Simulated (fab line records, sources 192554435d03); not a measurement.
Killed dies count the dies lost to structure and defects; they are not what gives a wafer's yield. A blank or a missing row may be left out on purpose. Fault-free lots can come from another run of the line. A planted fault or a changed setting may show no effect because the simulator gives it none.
Comparing a struck lot with a sound one -- flow n5 finfet -- 30 out of 1938 route steps
Sound: these wafers, L627.2, L627.5, L627.6. Struck: wafers L636.1, L636.3, L636.5. At the end, the cause is stated.
Order at every step that has rows: each side's tool, ch and its chambers, its first start. Under that, the readings that differ: sound wafers -- struck wafers -- difference of the means -- sigmas: that difference in standard deviations of wafers without a fault.
alike: readings whose means differ by less than 2 such deviations, and words and numbers that are the same on both sides. not compared: withheld readings, readings that some wafer has no value for, bounds like >300 that may hide the same value, and numbers for which the record gives no deviation and whose values overlap.
A row with sigmas, a row that says differs or no value, or rows on one side alone: a step with any of these is where the two part. Non-overlapping numbers with no deviation appear without sigmas and do not part them. A reading missing from all wafers of one side parts the sides only when that side holds two or more wafers.

first, 4 steps without rows for these wafers: N5_MIM_BOT_LITHO_EXPOSE_05 (exposes mask MIM BOT); N5_MIM_BOT_LITHO_PEB_06; N5_MIM_BOT_LITHO_DEVELOP_07 (develop time 60 s); N5_MIM_BOT_LITHO_HARDBAKE_09 (time 120 s).
N5_MIM_BOT_LITHO_CD_MEAS_08 targets a cd of 3000 nm.
  sound on cd sem-03 ch 0, day 13 20:32; struck on cd sem-02 ch 0, day 17 05:58
  alike: cd nm
N5_MIM_BOT_LITHO_OVL_MEAS_11:
  sound on overlay-01 ch 0, day 13 20:34; struck on overlay-02 ch 0, day 17 06:00
  alike: MIM_BOT_OVL
N5_MIM_BOT_LITHO_INSPECT_12: inspects for defects (macro).
  struck on defect inspect-02, day 17 06:02; sound on defect inspect-02, day 13 20:35
  alike: raw defect count
then, 1 step without rows for these wafers: N5_MIM_BOT_LITHO_DESCUM_10 (chemistry O2, time 7.9 s).
N5_MIM_BOT_ETCH_ETCH_04: etches SiNx in CF4/O2, target depth 26 nm, time 13 s.
  sound on rie diel-04 ch 0,2,3, day 13 20:41; struck on rie diel-06 ch 0,1,3, day 17 06:08
  alike: O2_flow_sccm, drypump motor current A, oes product au, rf vpp V, showerhead plenum p Torr, throttle valve pct
  not compared: rf hours counter h
N5_MIM_BOT_ETCH_ETCH_03: etches the open film in Cl2/BCl3, target depth 12 nm.
  sound on rie metal-02 ch 0,1, day 13 20:47; struck on rie metal-02 ch 0,1, day 17 06:13
  alike: drypump motor current A, oes product au, throttle valve pct
  not compared: rf hours counter h
N5_MIM_BOT_ETCH_ETCH_00: etches TiN in Cl2/BCl3, target depth 45.5 nm.
  sound on rie metal-02 ch 0,1, day 13 20:52; struck on rie metal-02 ch 0,1, day 17 06:19
  alike: drypump motor current A, oes product au, throttle valve pct
  not compared: rf hours counter h
then, 1 step without rows for these wafers: N5_MIM_BOT_ETCH_STRIP_01 (strips in O2).
N5_MIM_BOT_ETCH_STRIP_02: strips in post etch residue remover, time 1200 s.
  sound on wet bench-05 ch 0,5,7, day 13 21:08; struck on wet bench-05 ch 0,2,3, day 17 06:31
  alike: bath guard temp C, temp c
then, 2 steps without rows for these wafers: N5_MIM_BOT_ETCH_CLEAN_05 (cleans in IPA, time 180 s); N5_MIM_BOT_ETCH_SRD_06 (time 30 s).
N5_PASSIVATION_PECVD_55: deposits SiO2 from SiH4/N2O, target thk 400 nm, time 22.5 s.
  sound on pecvd-02 ch 0,1,2, day 13 21:34; struck on pecvd-01 ch 0,1,2, day 17 06:58
reading,sound,struck,difference,sigmas
showerhead vpp V (V),1580 1585 1561,1513 1431 1409,-124,-2
  alike: heater power w, showerhead plenum p Torr, throttle valve pct
  not compared: since wet clean h
then, 9 steps without rows for these wafers: N5_PASSIVATION_PECVD_01 (deposits SiNx from SiH4/NH3/N2, target thk 200 nm, time 43.2 s); N5_PASSIVATION_HMDS_03 (time 60 s); N5_PASSIVATION_COAT_04; N5_PASSIVATION_EBR_06; N5_PASSIVATION_SOFTBAKE_05 (time 90 s); N5_PASSIVATION_EXPOSE_07 (exposes mask TV, defocus 0 nm, target cd 3000 nm); N5_PASSIVATION_PEB_08; N5_PASSIVATION_DEVELOP_09 (develop time 60 s); N5_PASSIVATION_HARDBAKE_11 (time 120 s).
N5_PASSIVATION_CD_MEAS_10 targets a cd of 3000 nm.
  sound on cd sem-01 ch 0, day 14 00:14; struck on cd sem-03 ch 0, day 17 07:43
  alike: cd nm
N5_PASSIVATION_OVL_MEAS_60:
  sound on overlay-02 ch 0, day 14 00:16; struck on overlay-02 ch 0, day 17 07:45
  alike: TV_OVL
N5_PASSIVATION_INSPECT_61: inspects for defects (macro).
  struck on defect inspect-01, day 17 07:46; sound on defect inspect-01, day 14 00:17
reading,sound,struck,difference,sigmas
raw defect count,4 0 0,>300 >300 >300,differs,
N5_PASSIVATION_DESCUM_12: chemistry O2, time 7.9 s.
  sound on rie diel-03 ch 1,3, day 14 00:43; struck on rie diel-02 ch 1,3, day 17 07:49
  alike: drypump motor current A, oes product au, rf vpp V, showerhead plenum p Torr, temp c, throttle valve pct
  not compared: rf hours counter h
N5_PASSIVATION_PROBE_49:
  the record has rows for the struck wafers here (prober-02, day 17 14:57) and none for the sound ones

WHERE THEY PART
Last at N5_PASSIVATION_PROBE_49 as far as this record goes, first at N5_PASSIVATION_PECVD_55.

WHY: what the simulator had put in
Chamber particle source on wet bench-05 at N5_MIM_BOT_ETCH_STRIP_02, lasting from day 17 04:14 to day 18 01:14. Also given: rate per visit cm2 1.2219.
